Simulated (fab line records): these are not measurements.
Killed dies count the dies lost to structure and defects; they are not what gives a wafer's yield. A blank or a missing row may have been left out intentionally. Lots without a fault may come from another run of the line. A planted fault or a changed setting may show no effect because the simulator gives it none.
Chamber matching | flow n5-finfet | 4 sister chambers for N5_BEOL_M2_ETCH_74 on rie-diel-03
The step etches underlayer in N2/H2, target depth 6.5 nm, time 5.2 s. 16 wafers are shown with their chamber, then 8 later ones without.

== EACH WAFER AND ITS CHAMBER ==
wafer  | chamber | drypump-motor-current-A (A) | showerhead-plenum-p-Torr (Torr) | oes-product-au (a.u.)
L075.1 | 1       | 6.3                         | 2.55                            | 0.67
L075.3 | 0       | 6.3                         | 2.51                            | 0.58
L075.5 | 0       | 6.3                         | 2.51                            | 0.59
L076.2 | 2       | 5.5                         | 2.49                            | 0.59
L076.3 | 0       | 6.3                         | 2.51                            | 0.58
L076.5 | 3       | 5.9                         | 2.55                            | 0.62
L078.2 | 2       | 5.5                         | 2.49                            | 0.59
L078.4 | 1       | 6.4                         | 2.54                            | 0.67
L078.6 | 3       | 6.0                         | 2.54                            | 0.62
L080.1 | 2       | 5.5                         | 2.49                            | 0.59
L080.3 | 1       | 6.4                         | 2.54                            | 0.66
L080.5 | 0       | 6.3                         | 2.51                            | 0.57
L085.2 | 0       | 6.3                         | 2.50                            | 0.58
L085.3 | 1       | 6.4                         | 2.54                            | 0.64
L085.5 | 3       | 5.9                         | 2.54                            | 0.62
L086.1 | 0       | 6.3                         | 2.50                            | 0.57

SIGNATURES, as means of the wafers listed above
reading                  | chamber 0 | chamber 1 | chamber 2 | chamber 3 | scatter within a chamber
drypump-motor-current-A  | 6.300     | 6.375     | 5.500     | 5.933     | 0.0344
showerhead-plenum-p-Torr | 2.5067    | 2.5425    | 2.4900    | 2.5433    | 0.00479
oes-product-au           | 0.5783    | 0.6600    | 0.5900    | 0.6200    | 0.00858
Rule: for each reading, subtract the chamber's mean from the wafer's reading, divide by that reading's scatter and square the result; add these up over the readings and take the root, which gives the wafer's distance from the chamber. The wafer belongs to the nearest chamber; if the next one is less than 2 further off, it can't be placed. The scatter: the root of (the sum of the squares of (reading less its chamber's mean) over the shown wafers, divided by (wafers less chambers)).

== WAFERS WITH NO CHAMBER GIVEN ==
wafer  | drypump-motor-current-A (A) | showerhead-plenum-p-Torr (Torr) | oes-product-au (a.u.)
L086.4 | 5.9                         | 2.54                            | 0.61
L086.6 | 6.3                         | 2.50                            | 0.57
L089.4 | 5.9                         | 2.53                            | 0.60
L089.5 | 6.4                         | 2.53                            | 0.64
L089.6 | 5.5                         | 2.48                            | 0.87
L097.1 | 5.5                         | 2.48                            | 0.81
L097.3 | 6.3                         | 2.49                            | 0.81
L097.5 | 6.3                         | 2.49                            | 0.83

== WHICH CHAMBER EACH ONE RAN IN ==
wafer  | from the rows above     | in truth
L086.4 | 3                       | 3
L086.6 | 0                       | 0
L089.4 | 3                       | 3
L089.5 | 1                       | 1
L089.6 | can't be placed: 2 or 3 | 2
L097.1 | 2                       | 2
L097.3 | 1                       | 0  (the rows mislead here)
L097.5 | 1                       | 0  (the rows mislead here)
Placed correctly: 5 of 8. From these rows, 1 cannot be placed; in 1 the true chamber is one of the candidates. Number placed wrongly: 2.
